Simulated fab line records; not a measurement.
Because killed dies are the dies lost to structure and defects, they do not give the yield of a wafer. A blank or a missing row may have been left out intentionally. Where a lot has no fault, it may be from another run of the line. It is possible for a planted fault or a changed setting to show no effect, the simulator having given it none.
Comparing a struck lot with a sound one + flow n5_finfet + 35 steps out of a route of 1938
Sound: the wafers L312.1, L312.4, L312.6. Struck: wafers L320.1, L320.3, L320.5. The cause is named last.
At each step with rows: each side's tool, then ch and its chambers, then its first start. Under that, the readings that differ: sound wafers + struck wafers + difference of the means + sigmas: that difference in standard deviations of wafers without a fault.
alike: a reading whose means differ by less than 2 such deviations, as well as words and numbers matching on both sides. not compared: withheld readings; readings where some wafer has no value; bounds like >300 that might hide an equal value; numbers whose values overlap and for which the record gives no deviation.
Wherever a step has rows on one side only, a row that says differs or no value, or a row with sigmas, the two part there. When numbers do not overlap yet have no deviation, they are printed without sigmas and do not part them. Lack of a reading on every wafer of one side parts them only where that side has two or more wafers.

first, 11 steps without rows for these wafers: N5_BEOL_M6_HM_STRIP_39 (strips TiN in peroxide tin strip, target depth 25 nm, time 158 s); N5_BEOL_M6_SRD_40 (time 30 s); N5_BEOL_M6_PRECLEAN_42 (cleans in residue remover, time 60 s); N5_BEOL_M6_SRD_43 (time 30 s); N5_BEOL_M6_CURE_75 (cures SiCOH lowk, time 120 s); N5_BEOL_M6_DEGAS_44 (time 60 s); N5_BEOL_M6_PRE_CLEAN_45 (time 30 s); N5_BEOL_M6_ALD_77 (deposits TaN, target thk 2 nm, pulse time 2 s, purge time 3 s); N5_BEOL_M6_SURFACE_TREAT_79; N5_BEOL_M6_CVD_78 (deposits Co from CCTBA/H2, target thk 2 nm, time 142.3 s); N5_BEOL_M6_SPUTTER_48 (material Cu, target thk 10 nm, time 1.667 s).
N5_BEOL_M6_ECD_50: material Cu, target thk 300 nm.
  sound on ecd_cu-02 ch 0,1, day 10 04:29; struck on ecd_cu-01 ch 1, day 13 15:03
then, 22 steps without rows for these wafers: N5_BEOL_M6_ANNEAL_51 (time 90 s); N5_BEOL_M6_CMP_52 (polishes, stops on SiCOH lowk, t overpolish 6.9 s, target thk 80 nm); N5_BEOL_M6_PRE_CLEAN_55 (time 15 s); N5_BEOL_M6_DEP_56 (deposits SiCN from 3MS/NH3, target thk 10 nm, time 17.5 s); N5_BEOL_M7_ILD_DEP_00 (deposits SiCOH lowk from DEMS/porogen, target thk 179.75 nm, time 33.4 s); N5_BEOL_M7_CURE_74 (cures SiCOH lowk, time 240 s); N5_BEOL_M7_PECVD_70 (deposits SiO2 from TEOS/O2, target thk 20 nm, time 22.7 s); N5_BEOL_M7_HM_DEP_02 (deposits TiN, target thk 20 nm); N5_BEOL_M7_COAT_59 (time 60 s, resist thk 100 nm); N5_BEOL_M7_COAT_60 (time 60 s, resist thk 35 nm); N5_BEOL_M7_COAT_05 (resist thk 90 nm); N5_BEOL_M7_EBR_07; N5_BEOL_M7_SOFTBAKE_06 (time 60 s); N5_BEOL_M7_EXPOSE_08 (exposes mask M7); N5_BEOL_M7_PEB_09 (peb time 60 s); N5_BEOL_M7_DEVELOP_10 (develop time 30 s); N5_BEOL_M7_DESCUM_16 (chemistry O2, time 7.9 s); N5_BEOL_M7_ETCH_61 (etches SiARC in CF4, target depth 45.5 nm, time 75.8 s); N5_BEOL_M7_ETCH_62 (etches SOC in N2/H2, target depth 110 nm, overetch 22 nm, time 165 s); N5_BEOL_M7_STRIP_68 (strips in N2/H2); N5_BEOL_M7_STRIP_67 (strips in CF4); N5_BEOL_M7_HM_OPEN_17 (chemistry Cl2/BCl3, target TiN, target depth 20 nm, overetch 6 nm).
-- the record jumps here: 4 days lie between the struck wafers' starts before and after (it left off in module BEOL_M7 and takes up again in module PASSIVATION, whose first step shown is number 1936 of the route) --
N5_PASSIVATION_PROBE_49:
  sound on prober-01 at day 14 09:22; struck on prober-02 at day 17 14:57
| reading                  | sound          | struck         | difference | sigmas |
|--------------------------|----------------|----------------|------------|--------|
| defect_limited_yield (%) | 91.8 91.2 93.6 | 69.7 71.4 71.9 | -21.2      | -16    |
| killed_at_M4_up          | 22 14 11       | 257 256 237    | +234       | +39    |
| killed_dies              | 97 104 76      | 357 337 331    | +249       | +16    |
| killed_on_rim            | 9 10 8         | 35 47 52       | +36        | +9     |
| sort_bin_5_function (%)  | 4.6 5.5 4.2    | 19.7 18.6 17.6 | +13.9      | +16    |
| sort_bin_6_memory (%)    | 3.5 3.1 2.1    | 9.0 8.6 8.7    | +5.9       | +9     |
| sort_n_pass              | 1083 1076 1104 | 823 843 849    | -249       | -16    |
| sort_yield_pct (%)       | 91.8 91.2 93.6 | 69.7 71.4 71.9 | -21.2      | -15    |
  alike: killed_at_M0_to_M3, killed_at_contacts, killed_at_front_end, killed_at_other, killed_open, killed_short, sort_bin_8_speed

## WHERE THEY PART
Within this record, at N5_PASSIVATION_PROBE_49 only.

WHY: what had been put in by the simulator
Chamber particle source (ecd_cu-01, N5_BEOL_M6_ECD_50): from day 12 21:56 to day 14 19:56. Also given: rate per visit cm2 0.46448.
